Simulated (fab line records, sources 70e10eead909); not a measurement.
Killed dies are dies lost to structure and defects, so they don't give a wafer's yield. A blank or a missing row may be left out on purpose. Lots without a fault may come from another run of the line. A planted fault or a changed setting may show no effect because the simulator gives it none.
Which tool did it? | flow nand_harc | 12 lots, 36 wafers sampled, at 1 step of a route of 1302

WHAT THE GAUGES READ, wafer by wafer
NHARC_A_SGD_CUT_THK_MEAS_22: measures by ellipsometry.
lot  | measured     | on            | thk_nm (nm)
L074 | day 19 20:55 | film_metro-02 | 146.6 149.8 147.1
L076 | day 20 02:43 | film_metro-01 | 148.9 148.3 150.8
L078 | day 21 03:35 | film_metro-02 | 149.2 148.5 148.4
L080 | day 21 19:37 | film_metro-01 | 149.6 148.8 146.7
L084 | day 23 13:52 | film_metro-01 | 149.9 147.0 147.4
L085 | day 23 13:59 | film_metro-01 | 147.6 146.2 146.3
L087 | day 25 08:07 | film_metro-01 | 148.0 145.7 147.9
L090 | day 25 17:04 | film_metro-02 | 147.7 147.5 146.8
L091 | day 26 16:42 | film_metro-02 | 150.2 149.0 148.6
L092 | day 27 04:54 | film_metro-01 | 150.3 150.5 147.1
L095 | day 28 08:50 | film_metro-02 | 152.4 145.6 146.4
L097 | day 29 05:34 | film_metro-02 | 148.5 147.7 147.4

WHICH TOOL RAN EACH LOT (tool, then ch and the chambers of the sampled wafers, then the start)
The record holds no process step before these readings.

THE ANSWER, worked out from the rows above alone
Rule: what is usual is taken from the lots themselves. Put in order of their means at a reading, lots are off if they are a third of the lots or fewer, leave a main group of 4 or more, and stand apart from it by a gap of 3 or more times the standard deviation of the main group's means; of several such gaps the widest counts. A main group whose means are all the same, to the digits that the tables above print for the reading, isn't used. A lot without any number at a reading at which 4 lots or more have one is off too. The other lots that the step has rows for count as sound.
No lot is off at any reading shown: from this, nothing can be told.

WHAT THE SIMULATOR HAD PUT IN
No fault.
